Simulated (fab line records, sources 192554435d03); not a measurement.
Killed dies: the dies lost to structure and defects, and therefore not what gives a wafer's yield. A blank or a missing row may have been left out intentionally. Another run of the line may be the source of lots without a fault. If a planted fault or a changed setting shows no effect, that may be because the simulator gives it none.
Split-lot trial | flow n5Finfet | 7 lots, 21 wafers read, on a route of 1938 steps

## ON THE SPLIT
At N5_BEOL_M8_COAT_22 (resist thk 30 nm), the setting spinRpm was moved away from the recipe's 1500 rpm on 9 of the 21 wafers read, by -8.3% to +10.8%. For the rest of the wafers, this setting stayed at what the recipe calls for.

## FROM THE SPLIT TO THE READING: what the file shows between them, 5 steps
- N5_BEOL_M8_EXPOSE_25: exposes mask V7, target cd 40 nm (also split here: doseMj)
- N5_BEOL_M8_PEB_26: peb time 60 s
- N5_BEOL_M8_DEVELOP_27: develop time 30 s
- N5_BEOL_M8_CD_MEAS_28: target cd 40 nm
- N5_BEOL_M8_DESCUM_33: chemistry O2, time 7 s

## THE READING
CAR-EUV_of_BEOL_M8_COAT_22.thkNm (the simulator's own value, which no gauge read), in nm, at N5_BEOL_M8_ETCH_72 (etches underlayer in N2/H2, target depth 6.5 nm, time 5.2 s). The file does not state a usual value for it. Average 20.4 nm, standard deviation 0.12 nm, over the 12 wafers here run with the recipe.

wafer  | tool, chamber at the split | spinRpm as run, rpm | against the recipe | CAR-EUV_of_BEOL_M8_COAT_22.thkNm, nm | against lot-mates on the recipe
L074.1 | lithoTrack-02, 0           | 1619                | +7.9%              | 19.4                                 | -0.8
L074.2 | lithoTrack-02, 0           | 1500                | recipe             | 20.2                                 | -
L074.5 | lithoTrack-02, 0           | 1619                | +7.9%              | 19.4                                 | -0.8
L075.1 | lithoTrack-04, 0           | 1500                | recipe             | 20.4                                 | -
L075.2 | lithoTrack-04, 0           | 1500                | recipe             | 20.6                                 | -
L075.6 | lithoTrack-04, 0           | 1620                | +8.0%              | 19.2                                 | -1.3
L079.4 | lithoTrack-04, 0           | 1500                | recipe             | 20.6                                 | -
L079.5 | lithoTrack-04, 0           | 1500                | recipe             | 20.6                                 | -
L079.6 | lithoTrack-04, 0           | 1500                | recipe             | 20.4                                 | -
L080.1 | lithoTrack-04, 0           | 1404                | -6.4%              | 21.4                                 | +0.8
L080.4 | lithoTrack-04, 0           | 1404                | -6.4%              | 21.4                                 | +0.8
L080.5 | lithoTrack-04, 0           | 1500                | recipe             | 20.6                                 | -
L085.1 | lithoTrack-04, 0           | 1500                | recipe             | 20.4                                 | -
L085.3 | lithoTrack-04, 0           | 1572                | +4.8%              | 19.8                                 | -0.6
L085.6 | lithoTrack-04, 0           | 1500                | recipe             | 20.4                                 | -
L087.1 | lithoTrack-02, 0           | 1376                | -8.3%              | 21.6                                 | +1.2
L087.3 | lithoTrack-02, 0           | 1500                | recipe             | 20.4                                 | -
L087.5 | lithoTrack-02, 0           | 1500                | recipe             | 20.4                                 | -
L096.1 | lithoTrack-04, 0           | 1662                | +10.8%             | 19.2                                 | -1.2
L096.3 | lithoTrack-04, 0           | 1662                | +10.8%             | 19                                   | -1.4
L096.4 | lithoTrack-04, 0           | 1500                | recipe             | 20.4                                 | -

FIT RESULTS
A straight line over all 21 wafers: CAR-EUV_of_BEOL_M8_COAT_22.thkNm changes by -0.136 nm for each +1% of spinRpm; r = -0.99; the points scatter about the line by 0.12 nm.
The same after taking each lot's own level away (the mean of its wafers on the recipe; 21 wafers): -0.125 nm for each +1%; r = -0.99; scatter 0.12 nm.
Per that fit: largest spinRpm move, reading shift of 1.4 nm.
The span of the lots' own levels, 20.20 to 20.60 nm, comes to 3.4 times the standard deviation stated above.
The two slopes agree, so the slope changes little with the lot-to-lot level.
Check: for one of the wafers moved furthest among these (+10.8%), held out of the fit, the line's prediction against its lot-mates is -1.37 nm. Against them it came out at -1.2 nm.

## OTHER SPLITS APPLIED TO THESE WAFERS
Note: prior to the reading, these wafers also went through further splits. Each is held against what the fit with the lots' levels taken away leaves over:
other split on the same wafers | wafers away from the commonest value | r with CAR-EUV_of_BEOL_M8_COAT_22.thkNm (lot level and that fit taken away)
N5_BEOL_M5_ETCH_68 biasW       | 9                                    | +0.02
N5_BEOL_M6_ILD_DEP_00 timeS    | 5                                    | +0.06
N5_BEOL_M6_PECVD_70 tempC      | 7                                    | -0.42
N5_BEOL_M7_COAT_59 spinRpm     | 5                                    | +0.42
N5_BEOL_M8_EXPOSE_25 doseMj    | 7                                    | -0.46

## THE WHOLE CHAIN: every reading that the file lists as answering this split, in the file's order
step               | what it does                                                | reading                                                                           | change (the file's fit)               | r (the file's)
N5_BEOL_M8_COAT_22 | resist thk 30 nm                                            | CAR-EUV_of_BEOL_M8_COAT_22.thkNm (the simulator's own value, which no gauge read) | -0.137 nm for each +1% of the setting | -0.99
N5_BEOL_M8_ETCH_72 | etches underlayer in N2/H2, target depth 6.5 nm, time 5.2 s | CAR-EUV_of_BEOL_M8_COAT_22.thkNm (the simulator's own value, which no gauge read) | -0.13 nm for each +1% of the setting  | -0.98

## THE FILE'S OWN FIT
CAR-EUV_of_BEOL_M8_COAT_22.thkNm changes by -0.13 nm for each +1% of spinRpm, r = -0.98.
